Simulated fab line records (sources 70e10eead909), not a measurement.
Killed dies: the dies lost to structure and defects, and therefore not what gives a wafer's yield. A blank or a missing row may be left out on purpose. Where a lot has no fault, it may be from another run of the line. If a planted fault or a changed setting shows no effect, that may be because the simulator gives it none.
Matching of chambers + flow nand_harc + NHARC_P_CONTACT_DESCUM_17 on rie_diel-06 has 4 sister chambers
The step chemistry O2, time 3 s. 4 wafers are shown with their chamber, then 11 later ones without.

EACH WAFER AND ITS CHAMBER
| wafer  | chamber | drypump_motor_current_A (A) |
|--------|---------|-----------------------------|
| L086.2 | 1       | 6.0                         |
| L087.1 | 2       | 5.1                         |
| L087.5 | 0       | 5.8                         |
| L089.1 | 3       | 6.0                         |

WAFERS WHOSE CHAMBER IS MISSING
| wafer  | drypump_motor_current_A (A) |
|--------|-----------------------------|
| L089.4 | 6.0                         |
| L089.5 | 6.0                         |
| L090.1 | 6.0                         |
| L090.3 | 6.0                         |
| L090.6 | 6.0                         |
| L091.2 | 6.0                         |
| L091.4 | 6.0                         |
| L091.6 | 5.8                         |
| L093.2 | 6.1                         |
| L093.3 | 5.1                         |
| L093.4 | 6.0                         |

THE CHAMBER EACH PASSED THROUGH
| wafer  | from the rows above     | in truth |
|--------|-------------------------|----------|
| L089.4 | can't be placed: 1 or 3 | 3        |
| L089.5 | can't be placed: 1 or 3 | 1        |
| L090.1 | can't be placed: 1 or 3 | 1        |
| L090.3 | can't be placed: 1 or 3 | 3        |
| L090.6 | can't be placed: 1 or 3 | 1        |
| L091.2 | can't be placed: 1 or 3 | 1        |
| L091.4 | can't be placed: 1 or 3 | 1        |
| L091.6 | 0                       | 0        |
| L093.2 | can't be placed: 1 or 3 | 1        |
| L093.3 | 2                       | 2        |
| L093.4 | can't be placed: 1 or 3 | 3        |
2 of 11 placed correctly. Cannot be placed on the basis of these rows: 9; the candidates contain the true chamber in 9. Placed wrongly: 0.
How it was worked out, from the rows above alone: a wafer's distance from a chamber is the root of the sum, over the readings, of the square of ((its reading less the chamber's mean) divided by the reading's scatter). The wafer belongs to the nearest chamber; if the next one is less than 2 further off, it can't be placed. For every chamber, the mean is computed from those of its wafers that are shown. The scatter (one wafer shown for each chamber): square how far every hidden wafer sits from the nearest shown wafer, average those squares and take the square root.
